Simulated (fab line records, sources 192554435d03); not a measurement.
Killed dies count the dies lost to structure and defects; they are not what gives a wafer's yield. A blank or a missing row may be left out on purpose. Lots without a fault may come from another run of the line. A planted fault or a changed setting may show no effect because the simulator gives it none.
Which tool did it?	flow n5_finfet	42 wafers from 14 lots sampled at 6 of the route's 1938 steps

WHAT EACH GAUGE READ, for each wafer
N5_BEOL_M13_CD_MEAS_17 targets a cd of 190 nm. Usual: 189.1 nm for cd_nm, sd 1.6.
lot	measured	on	cd_nm (nm)	flag
L924	day 11 04:33	cd_sem-01	189.3 190.1 191.0	
L926	day 11 09:31	cd_sem-02	190.1 190.7 190.8	
L925	day 11 10:23	cd_sem-02	189.1 190.7 187.6	
L928	day 12 05:55	cd_sem-02	- - -	OFF
L929	day 12 14:22	cd_sem-02	- - -	OFF
L937	day 15 00:54	cd_sem-02	187.7 186.6 189.1	
L939	day 15 19:39	cd_sem-01	191.8 191.6 193.2	
L944	day 16 09:25	cd_sem-03	186.8 187.9 186.0	
L940	day 16 17:32	cd_sem-02	189.2 190.2 189.5	
L946	day 17 00:32	cd_sem-02	187.9 188.3 187.5	
L943	day 17 01:02	cd_sem-01	188.8 188.7 190.2	
L942	day 17 01:38	cd_sem-01	188.6 188.8 189.6	
L945	day 17 06:37	cd_sem-02	186.8 188.8 184.9	
L947	day 17 14:04	cd_sem-01	190.4 192.0 190.6	

WHICH TOOL RAN EACH LOT (tool, then ch and the chambers of the sampled wafers, then the start)
lot	N5_BEOL_M13_ILD_DEP_00	N5_BEOL_M13_DESCUM_15	N5_BEOL_M13_ETCH_59	N5_BEOL_M13_VIA_ETCH_16	N5_BEOL_M13_STRIP_63
L924	pecvd-04 ch 0,1,2, day 11 03:28	rie_diel-04 ch 1,3, day 11 04:01	rie_diel-04 ch 1,3, day 11 04:04	rie_diel-04 ch 1,3, day 11 04:07	plasma_asher-01 ch 0,1, day 11 04:20
L926	pecvd-03 ch 0,2, day 11 08:26	rie_diel-03 ch 0,1,3, day 11 08:59	rie_diel-03 ch 0,1,3, day 11 09:01	rie_diel-03 ch 0,1,3, day 11 09:05	plasma_asher-01 ch 0,1, day 11 09:20
L925	pecvd-03 ch 1,2, day 11 09:11	rie_diel-01 ch 0,1,3, day 11 09:50	rie_diel-01 ch 0,1,3, day 11 09:53	rie_diel-01 ch 0,1,3, day 11 09:56	plasma_asher-02 ch 0,1, day 11 10:11
L928	pecvd-04 ch 0,1, day 12 04:43	rie_diel-04 ch 0,1,3, day 12 05:23	rie_diel-04 ch 0,1,3, day 12 05:25	rie_diel-04 ch 0,1,3, day 12 05:29	plasma_asher-01 ch 0,1, day 12 05:43
L929	pecvd-03 ch 0,1,2, day 12 13:10	rie_diel-04 ch 1,2,3, day 12 13:50	rie_diel-04 ch 1,2,3, day 12 13:52	rie_diel-04 ch 1,2,3, day 12 13:55	plasma_asher-01 ch 0,1, day 12 14:10
L937	pecvd-03 ch 1,2, day 14 23:37	rie_diel-03 ch 0,2,3, day 15 00:22	rie_diel-03 ch 0,2,3, day 15 00:23	rie_diel-03 ch 0,2,3, day 15 00:27	plasma_asher-01 ch 0,1, day 15 00:42
L939	pecvd-03 ch 0,1,2, day 15 18:37	rie_diel-03 ch 0,1, day 15 19:07	rie_diel-03 ch 0,1, day 15 19:09	rie_diel-03 ch 0,1, day 15 19:12	plasma_asher-02 ch 0,1, day 15 19:27
L944	pecvd-03 ch 0,2, day 16 08:13	rie_diel-03 ch 0,1,2, day 16 08:53	rie_diel-03 ch 0,1,2, day 16 08:56	rie_diel-03 ch 0,1,2, day 16 08:59	plasma_asher-01 ch 1, day 16 09:13
L940	pecvd-03 ch 1,2, day 16 16:20	rie_diel-01 ch 0,2, day 16 17:00	rie_diel-01 ch 0,2, day 16 17:02	rie_diel-01 ch 0,2, day 16 17:05	plasma_asher-02 ch 0,1, day 16 17:19
L946	pecvd-01 ch 0,2, day 16 23:19	rie_diel-03 ch 1,2, day 17 00:01	rie_diel-03 ch 1,2, day 17 00:02	rie_diel-03 ch 1,2, day 17 00:05	plasma_asher-01 ch 0,1, day 17 00:20
L943	pecvd-04 ch 0,1, day 16 23:54	rie_diel-04 ch 0,2,3, day 17 00:30	rie_diel-04 ch 0,2,3, day 17 00:32	rie_diel-04 ch 0,2,3, day 17 00:35	plasma_asher-01 ch 0,1, day 17 00:49
L942	pecvd-01 ch 0,2, day 17 00:25	rie_diel-01 ch 0,2, day 17 00:58	rie_diel-01 ch 0,2, day 17 01:02	rie_diel-01 ch 0,2, day 17 01:11	plasma_asher-02 ch 0,1, day 17 01:26
L945	pecvd-03 ch 1,2, day 17 05:24	rie_diel-03 ch 0,2, day 17 06:05	rie_diel-03 ch 0,2, day 17 06:07	rie_diel-03 ch 0,2, day 17 06:10	plasma_asher-01 ch 0,1, day 17 06:24
L947	pecvd-03 ch 0,2, day 17 12:50	rie_diel-01 ch 0,2,3, day 17 13:32	rie_diel-01 ch 0,2,3, day 17 13:34	rie_diel-01 ch 0,2,3, day 17 13:38	plasma_asher-02 ch 0,1, day 17 13:52
- N5_BEOL_M13_ILD_DEP_00: deposits SiOC from DEMS/O2, target thk 837.92 nm, time 166.4 s.
- N5_BEOL_M13_DESCUM_15: chemistry O2, time 7.9 s.
- N5_BEOL_M13_ETCH_59: etches BARC in N2/H2, target depth 89 nm, overetch 26.7 nm, time 67.9 s.
- N5_BEOL_M13_VIA_ETCH_16: etches SiOC in C4F8/O2/Ar, target depth 921.7 nm.
- N5_BEOL_M13_STRIP_63: strips in N2/H2.

AS READ BY THE TOOLS THEMSELVES (means over the sampled wafers that have a number; for cases with no such wafer, the mark the record gives instead)
N5_BEOL_M13_ILD_DEP_00. Usual: heater_power_w 484 W, standard deviation 75; rf_fwd_power_W 498.3 W, standard deviation 1.5; showerhead_plenum_p_Torr 5.698 Torr, standard deviation 0.019; susceptor_temp_C 350.02 C, standard deviation 0.22; throttle_valve_pct 11.8 %, standard deviation 0.49.
lot	tool	heater_power_w (W)	rf_fwd_power_W (W)	showerhead_plenum_p_Torr (Torr)	susceptor_temp_C (C)	throttle_valve_pct (%)	flag
L924	pecvd-04	425	498.8	5.701	350.10	11.5	
L926	pecvd-03	516	497.2	5.706	349.89	11.7	
L925	pecvd-03	523	497.2	5.695	350.16	12.2	
L928	pecvd-04	370	498.2	5.719	349.93	11.9	
L929	pecvd-03	545	496.4	5.685	350.02	12.0	
L937	pecvd-03	514	498.5	5.679	349.96	12.2	
L939	pecvd-03	524	499.5	5.705	350.10	12.0	
L944	pecvd-03	495	499.4	5.688	349.89	11.8	
L940	pecvd-03	516	500.0	5.696	349.96	12.3	
L946	pecvd-01	493	499.1	5.711	350.16	11.8	
L943	pecvd-04	364	498.2	5.702	349.86	11.5	
L942	pecvd-01	511	498.5	5.712	349.80	11.8	
L945	pecvd-03	525	498.0	5.689	350.01	12.3	
L947	pecvd-03	517	497.3	5.706	349.96	11.7	

N5_BEOL_M13_DESCUM_15. Usual: drypump_motor_current_A 5.9 A, standard deviation 0.68; oes_product_au 0.75 a.u., standard deviation 0.056; rf_fwd_power_W 49.30 W, standard deviation 0.25; rf_vpp_V 242.7 V, standard deviation 1.1; showerhead_plenum_p_Torr 2.07 Torr, standard deviation 0.054; throttle_valve_pct 20.32 %, standard deviation 0.2.
lot	tool	drypump_motor_current_A (A)	oes_product_au (a.u.)	rf_fwd_power_W (W)	rf_vpp_V (V)	showerhead_plenum_p_Torr (Torr)	throttle_valve_pct (%)	flag
L924	rie_diel-04	5.4	0.76	49.22	243.1	2.13	20.33	
L926	rie_diel-03	6.1	0.78	49.12	242.8	2.09	20.14	
L925	rie_diel-01	5.6	0.78	49.25	241.5	2.04	20.45	
L928	rie_diel-04	5.6	0.74	49.41	243.9	2.12	20.36	
L929	rie_diel-04	6.0	0.80	49.38	242.8	2.09	20.34	
L937	rie_diel-03	6.5	0.73	49.25	242.1	2.04	20.40	
L939	rie_diel-03	6.0	0.76	49.34	243.6	2.10	20.17	
L944	rie_diel-03	6.1	0.75	49.35	242.5	2.07	20.32	
L940	rie_diel-01	5.5	0.73	49.44	243.3	2.08	20.45	
L946	rie_diel-03	6.2	0.73	49.19	241.8	2.03	20.44	
L943	rie_diel-04	6.2	0.75	49.23	242.1	2.07	20.39	
L942	rie_diel-01	5.3	0.70	49.37	243.7	2.06	20.27	
L945	rie_diel-03	6.5	0.74	49.23	242.1	2.05	20.41	
L947	rie_diel-01	5.7	0.74	49.45	242.8	2.06	20.40	

N5_BEOL_M13_ETCH_59. Usual: bias_w 150.0 W, standard deviation 0.43; chamber_pressure_mTorr 30.002 mTorr, standard deviation 0.029; drypump_motor_current_A 5.9 A, standard deviation 0.68; oes_product_au 0.65 a.u., standard deviation 0.045; rf_fwd_power_W 832 W, standard deviation 3.3; rf_vpp_V 523.2 V, standard deviation 2.1; showerhead_plenum_p_Torr 2.51 Torr, standard deviation 0.072; throttle_valve_pct 17.77 %, standard deviation 0.23.
lot	tool	bias_w (W)	chamber_pressure_mTorr (mTorr)	drypump_motor_current_A (A)	oes_product_au (a.u.)	rf_fwd_power_W (W)	rf_vpp_V (V)	showerhead_plenum_p_Torr (Torr)	throttle_valve_pct (%)	flag
L924	rie_diel-04	149.8	30.016	5.4	0.65	833	525.4	2.59	17.87	
L926	rie_diel-03	150.3	29.991	6.1	0.67	832	523.6	2.55	17.70	
L925	rie_diel-01	150.5	30.005	5.6	0.66	829	521.6	2.48	17.88	
L928	rie_diel-04	149.6	29.969	5.6	0.64	834	525.0	2.58	17.87	
L929	rie_diel-04	150.0	30.016	6.0	0.67	834	523.6	2.53	17.73	
L937	rie_diel-03	149.8	29.996	6.5	0.63	832	522.6	2.49	17.98	
L939	rie_diel-03	150.1	30.009	6.0	0.67	832	525.0	2.55	17.67	
L944	rie_diel-03	150.0	30.013	6.1	0.65	832	522.8	2.50	17.75	
L940	rie_diel-01	149.6	29.993	5.5	0.63	836	523.8	2.52	17.85	
L946	rie_diel-03	150.4	30.002	6.2	0.63	832	521.2	2.45	17.84	
L943	rie_diel-04	150.1	29.965	6.2	0.65	832	523.2	2.51	17.76	
L942	rie_diel-01	149.8	29.998	5.3	0.60	834	522.5	2.52	17.80	
L945	rie_diel-03	150.3	30.033	6.5	0.63	832	522.9	2.49	17.92	
L947	rie_diel-01	150.0	29.988	5.8	0.63	835	522.4	2.50	17.83	

N5_BEOL_M13_VIA_ETCH_16. Usual: C4F8_flow_sccm 15.00 sccm, standard deviation 0.041; O2_flow_sccm 8.000 sccm, standard deviation 0.026; drypump_motor_current_A 5.9 A, standard deviation 0.67; oes_product_au 0.68 a.u., standard deviation 0.051; rf_fwd_power_W 2993 W, standard deviation 9.9; rf_vpp_V 664.5 V, standard deviation 2.5; showerhead_plenum_p_Torr 3.38 Torr, standard deviation 0.082; throttle_valve_pct 24.05 %, standard deviation 0.2.
lot	tool	C4F8_flow_sccm (sccm)	O2_flow_sccm (sccm)	drypump_motor_current_A (A)	oes_product_au (a.u.)	rf_fwd_power_W (W)	rf_vpp_V (V)	showerhead_plenum_p_Torr (Torr)	throttle_valve_pct (%)	flag
L924	rie_diel-04	15.01	8.014	5.4	0.68	2986	666.8	3.46	24.05	
L926	rie_diel-03	15.00	8.003	6.0	0.70	2980	666.3	3.41	23.88	
L925	rie_diel-01	14.98	7.994	5.6	0.70	2999	663.0	3.35	24.27	
L928	rie_diel-04	-	-	-	-	-	-	-	-	OFF
L929	rie_diel-04	-	-	-	-	-	-	-	-	OFF
L937	rie_diel-03	15.05	8.001	6.5	0.66	2988	663.6	3.33	24.11	
L939	rie_diel-03	15.01	8.001	6.0	0.69	2982	666.0	3.41	23.86	
L944	rie_diel-03	14.97	7.989	6.1	0.67	2997	664.3	3.36	23.98	
L940	rie_diel-01	15.00	8.015	5.5	0.66	2986	664.2	3.42	24.25	
L946	rie_diel-03	15.02	8.033	6.2	0.66	2999	662.7	3.31	24.13	
L943	rie_diel-04	15.03	7.988	6.2	0.68	2986	663.9	3.37	24.02	
L942	rie_diel-01	14.97	7.999	5.3	0.63	2997	664.1	3.40	24.13	
L945	rie_diel-03	15.05	8.007	6.5	0.66	2991	664.3	3.33	24.06	
L947	rie_diel-01	15.03	7.989	5.8	0.67	3001	663.6	3.38	24.21	

N5_BEOL_M13_STRIP_63. Usual: drypump_motor_current_A 5.97 A, standard deviation 0.11; heater_power_w 314 W, standard deviation 33; oes_product_au 0.675 a.u., standard deviation 0.005; strip_time_to_endpoint_s 28.1 s, standard deviation 1.1.
lot	tool	drypump_motor_current_A (A)	heater_power_w (W)	oes_product_au (a.u.)	strip_time_to_endpoint_s (s)	flag
L924	plasma_asher-01	6.03	339	0.676	27.3	
L926	plasma_asher-01	6.02	333	0.676	27.6	
L925	plasma_asher-02	5.87	267	0.678	29.8	
L928	plasma_asher-01	5.94	330	0.856	93.4	OFF
L929	plasma_asher-01	6.02	341	0.858	93.9	OFF
L937	plasma_asher-01	6.04	332	0.671	28.2	
L939	plasma_asher-02	5.85	273	0.680	27.7	
L944	plasma_asher-01	5.91	322	0.673	28.1	
L940	plasma_asher-02	5.94	261	0.673	28.1	
L946	plasma_asher-01	5.96	334	0.676	28.3	
L943	plasma_asher-01	5.96	327	0.676	27.3	
L942	plasma_asher-02	5.87	270	0.676	27.4	
L945	plasma_asher-01	5.96	329	0.677	28.5	
L947	plasma_asher-02	5.94	261	0.671	27.4	

THE ANSWER, worked out from the rows above alone
Rule: take the mean of a lot's wafers that have a number; if it is more than 3 standard deviations from the usual mean, the lot is off. Also off: a lot with no number at a reading for which 4 or more lots have one. Any other lot the step has rows for is counted as sound. After the gauges, taken in route order, come the tools' own readings; for these a lot's mean is taken, as printed above. The first step at which some lot is off is used, and at that step the reading that is off furthest; a lot without a number counts as furthest.
Off: L928, L929, at N5_BEOL_M13_CD_MEAS_17 (cd_nm). Without a number there: L928, L929.
If a tool, at a process step before that reading, ran all the lots that are off and no sound lot after the first of them, it fits. The gauges at N5_BEOL_M13_CD_MEAS_17 aren't tried: what is off there is off at N5_BEOL_M13_VIA_ETCH_16 too, on other tools, and a gauge's error can't cause that. Not one of the candidates tried fits.

WHAT HAD BEEN PUT IN BY THE SIMULATOR
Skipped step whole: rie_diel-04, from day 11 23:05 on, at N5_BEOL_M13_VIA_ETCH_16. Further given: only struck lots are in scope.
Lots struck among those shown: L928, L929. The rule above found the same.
